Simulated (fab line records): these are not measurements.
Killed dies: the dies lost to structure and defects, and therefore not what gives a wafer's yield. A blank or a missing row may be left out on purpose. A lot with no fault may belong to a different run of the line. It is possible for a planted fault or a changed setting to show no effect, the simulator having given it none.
One fault seen from 2 desks + flow n5 finfet + only its own numbers are on each desk; what lay behind them is given at the end

METROLOGY DESK
Means of the sampled wafers that have a number, per lot and without regard to the tool the lot ran on: this is what the gauges read. If a lot's mean is further than 4 standard deviations from the usual mean, the lot is out of limits and carries the mark OUT (the distance appears in the brackets). 7 of its 12 readings are shown, namely those furthest out on some lot.
Columns: A = DIBL_P at N5_BEOL_M4_RC_MEAS_101, usual 36.5 mV/V; B = IOFF_N at N5_BEOL_M4_RC_MEAS_101, usual 0.16 nA/um; C = IOFF_P at N5_BEOL_M4_RC_MEAS_101, usual 0.21 nA/um; D = SS_N at N5_BEOL_M4_RC_MEAS_101, usual 71.6 mV/dec; E = SS_P at N5_BEOL_M4_RC_MEAS_101, usual 73.3 mV/dec; F = VT_N at N5_BEOL_M4_RC_MEAS_101, usual 249 mV; G = VT_P at N5_BEOL_M4_RC_MEAS_101, usual -250 mV
| lot  | first seen here | A    | B    | C    | D    | E    | F   | G    |
|------|-----------------|------|------|------|------|------|-----|------|
| L528 | day 7 15:28     | 36.2 | 0.15 | 0.19 | 71.5 | 73.6 | 252 | -253 |
| L531 | day 8 13:29     | 35.3 | 0.13 | 0.17 | 71.2 | 73.1 | 253 | -254 |
| L535 | day 9 06:10     | 33.3 | 0.11 | 0.18 | 70.6 | 71.8 | 254 | -251 |
| L538 | day 10 07:21    | 36.0 | 0.15 | 0.23 | 71.3 | 73.9 | 249 | -249 |
| L542 | day 11 13:41    | 37.4 | 0.19 | 0.29 | 71.6 | 73.0 | 246 | -243 |
| L545 | day 12 00:10    | 34.6 | 0.15 | 0.22 | 71.3 | 72.7 | 247 | -245 |
| L547 | day 12 03:55    | 36.3 | 0.16 | 0.23 | 71.6 | 73.1 | 252 | -247 |
| L546 | day 12 06:17    | 38.8 | 0.23 | 0.23 | 72.2 | 73.5 | 242 | -250 |
| L548 | day 13 00:05    | 33.9 | 0.14 | 0.18 | 71.5 | 73.2 | 249 | -252 |
| L551 | day 13 10:06    | 36.6 | 0.16 | 0.20 | 71.7 | 73.7 | 249 | -253 |
This desk's finding: nothing out of limits on any of the 10 lots.

AT THE TOOL OWNER'S DESK: rie diel-06
The tool's own readings at N5_PASSIVATION_ETCH_54 (etches SiO2 in CHF3/O2, target depth 880 nm, time 440 s): means of the sampled wafers that have a number, for each lot that ran on this tool. If a lot's mean is further than 4 standard deviations from the usual mean, the lot is out of limits and carries the mark OUT (the distance appears in the brackets).
Columns: A = drypump motor current A at N5_PASSIVATION_ETCH_54, usual 5.4 A; B = oes product au at N5_PASSIVATION_ETCH_54, usual 0.78 a.u.; C = rf vpp V at N5_PASSIVATION_ETCH_54, usual 524 V; D = showerhead plenum p Torr at N5_PASSIVATION_ETCH_54, usual 2.40 Torr; E = throttle valve pct at N5_PASSIVATION_ETCH_54, usual 18.82 %
| lot  | first seen here | A   | B    | C   | D    | E     |
|------|-----------------|-----|------|-----|------|-------|
| L528 | day 11 18:34    | 5.1 | 0.75 | 524 | 2.36 | 18.95 |
| L531 | day 12 18:25    | 5.0 | 0.72 | 518 | 2.42 | 18.86 |
| L535 | day 13 12:45    | 5.1 | 0.75 | 525 | 2.40 | 18.81 |
| L538 | day 14 11:46    | 5.1 | 0.76 | 529 | 2.30 | 18.71 |
| L548 | day 17 00:05    | 5.2 | 0.73 | 530 | 2.33 | 18.81 |
| L551 | day 17 16:03    | 5.0 | 0.81 | 523 | 2.35 | 18.60 |
This desk's finding: nothing out of limits on any of the 6 lots.

ALL TOGETHER
From the metrology desk's view, nothing was out of limits.
The tool owner's desk saw nothing out of limits.

WHAT THE SIMULATOR PUT IN
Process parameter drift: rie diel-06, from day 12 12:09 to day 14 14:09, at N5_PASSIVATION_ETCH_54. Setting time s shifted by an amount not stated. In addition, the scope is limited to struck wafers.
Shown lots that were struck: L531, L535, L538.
